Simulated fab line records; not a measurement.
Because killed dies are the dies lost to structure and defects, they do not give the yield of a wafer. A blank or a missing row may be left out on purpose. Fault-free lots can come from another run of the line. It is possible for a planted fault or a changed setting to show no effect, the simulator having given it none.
Matching of chambers | flow nand-harc | NHARC_A_BLC_DESCUM_15 on rie-diel-02 has 4 sister chambers
The step chemistry O2, time 3 s. 8 wafers are shown with their chamber, then 9 later ones without.

WAFERS, EACH WITH ITS CHAMBER
wafer  | chamber | drypump-motor-current-A (A) | rf-vpp-V (V)
L077.1 | 3       | 6.1                         | 56.8
L077.6 | 2       | 6.3                         | 58.3
L084.4 | 2       | 6.3                         | 58.6
L084.5 | 0       | 6.6                         | 57.5
L084.6 | 1       | 5.7                         | 56.5
L090.1 | 3       | 6.1                         | 58.0
L090.5 | 0       | 6.6                         | 56.8
L090.6 | 1       | 5.8                         | 57.7

WAFERS WITHOUT THEIR CHAMBER
wafer  | drypump-motor-current-A (A) | rf-vpp-V (V)
L093.1 | 6.1                         | 55.1
L093.3 | 5.7                         | 58.1
L093.4 | 6.3                         | 58.0
L097.4 | 6.1                         | 57.3
L097.5 | 6.1                         | 57.4
L097.6 | 6.6                         | 56.9
L097.1 | 6.2                         | 58.9
L097.2 | 5.7                         | 58.0
L097.3 | 6.6                         | 58.2

THE CHAMBER EACH PASSED THROUGH
wafer  | from the rows above     | in truth
L093.1 | 3                       | 3
L093.3 | 1                       | 1
L093.4 | 2                       | 2
L097.4 | 3                       | 3
L097.5 | 3                       | 3
L097.6 | 0                       | 0
L097.1 | can't be placed: 2 or 3 | 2
L097.2 | 1                       | 1
L097.3 | 0                       | 0
Placed correctly: 8 of 9. Unplaceable from these rows: 1, with the true chamber sitting among the candidates in 1. Placed wrongly: 0.
How it was worked out, from the rows above alone: a wafer's distance from a chamber is the root of the sum, over the readings, of the square of ((its reading less the chamber's mean) divided by the reading's scatter). The wafer belongs to the nearest chamber; if the next one is less than 2 further off, it can't be placed. The mean given for a chamber averages the wafers shown for that chamber. The scatter: take each reading less its chamber's mean, square it, sum over the shown wafers, divide by the number of wafers less the number of chambers, and take the root.
